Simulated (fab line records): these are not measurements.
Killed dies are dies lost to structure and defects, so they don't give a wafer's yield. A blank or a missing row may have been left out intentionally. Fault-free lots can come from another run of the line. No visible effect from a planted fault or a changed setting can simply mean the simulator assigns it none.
Which tool did it?	flow nandHarc	6 lots (18 wafers sampled), 1 step of a 1302-step route

## WHAT THE GAUGES READ, wafer by wafer
NHARC_A_ONON_D1_THK_MEAS_34: measures by ellipsometry.
lot	measured	on	thkNm (nm)
L557	day 9 01:41	filmMetro-01	200.9 199.2 201.5
L560	day 10 10:10	filmMetro-02	196.4 201.4 198.8
L561	day 11 03:52	filmMetro-01	198.7 199.1 200.7
L565	day 12 06:43	filmMetro-02	199.5 201.5 204.2
L570	day 14 21:31	filmMetro-01	202.0 203.4 206.1
L577	day 17 06:38	filmMetro-01	197.8 200.6 199.7

## EACH LOT AND THE TOOL THAT RAN IT (in order: tool; ch and the chambers of the sampled wafers; start)
The record holds no process step before these readings.

## THE ANSWER, worked out from the rows above alone
Rule: the usual values come from the lots themselves. The widest of any qualifying gaps counts: lots, ordered by their means at a reading, are off when they make up no more than a third of the lots, leave a main group of 4 or more, and stand apart from it by 3 or more times the standard deviation of that group's means. A main group is skipped when, at the precision printed for the reading in the tables above, its means are all equal. A lot without any number at a reading at which 4 lots or more have one is off too. Where the step has rows for the other lots, those lots are counted as sound.
None of the lots is off at any reading shown; this tells nothing.

## WHAT WAS PUT IN BY THE SIMULATOR
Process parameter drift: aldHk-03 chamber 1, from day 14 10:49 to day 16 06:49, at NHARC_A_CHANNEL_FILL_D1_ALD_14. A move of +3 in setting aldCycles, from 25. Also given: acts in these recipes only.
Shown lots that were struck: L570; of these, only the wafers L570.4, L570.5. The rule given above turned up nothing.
